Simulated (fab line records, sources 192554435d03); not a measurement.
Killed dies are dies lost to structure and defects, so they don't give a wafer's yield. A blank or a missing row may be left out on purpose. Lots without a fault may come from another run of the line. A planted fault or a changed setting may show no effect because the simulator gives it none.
Chamber matching | flow n5_finfet | N5_BEOL_M10_STRIP_36 on rie_diel-04: 4 sister chambers
The step strips in N2/H2. 4 wafers are shown with their chamber, then 10 later ones without.

WAFERS WITH THEIR CHAMBER
wafer  | chamber | throttle_valve_pct (%)
L082.2 | 1       | 23.3
L082.3 | 2       | 23.8
L083.1 | 0       | 24.2
L083.5 | 3       | 22.8

WAFERS WITHOUT THEIR CHAMBER
wafer  | throttle_valve_pct (%)
L083.6 | 23.8
L084.3 | 23.7
L084.4 | 24.2
L084.6 | 24.2
L085.1 | 23.3
L085.3 | 24.2
L085.5 | 23.4
L093.3 | 24.2
L093.5 | 23.8
L093.6 | 23.4

WHICH CHAMBER EACH WENT THROUGH
wafer  | from the rows above | in truth
L083.6 | 2                   | 2
L084.3 | 2                   | 2
L084.4 | 0                   | 0
L084.6 | 0                   | 0
L085.1 | 1                   | 1
L085.3 | 0                   | 0
L085.5 | 1                   | 1
L093.3 | 0                   | 0
L093.5 | 2                   | 2
L093.6 | 1                   | 1
Placed correctly: 10 of 10. Can't be placed from these rows: 0. Placed wrongly: 0.
How it was worked out, from the rows above alone: a wafer's distance from a chamber is the root of the sum, over the readings, of the square of ((its reading less the chamber's mean) divided by the reading's scatter). The wafer belongs to the nearest chamber; if the next one is less than 2 further off, it can't be placed. A chamber's mean is the mean of its shown wafers. The scatter: with one shown wafer a chamber, the root of the mean of the squares of how far each hidden wafer lies from its nearest shown one.
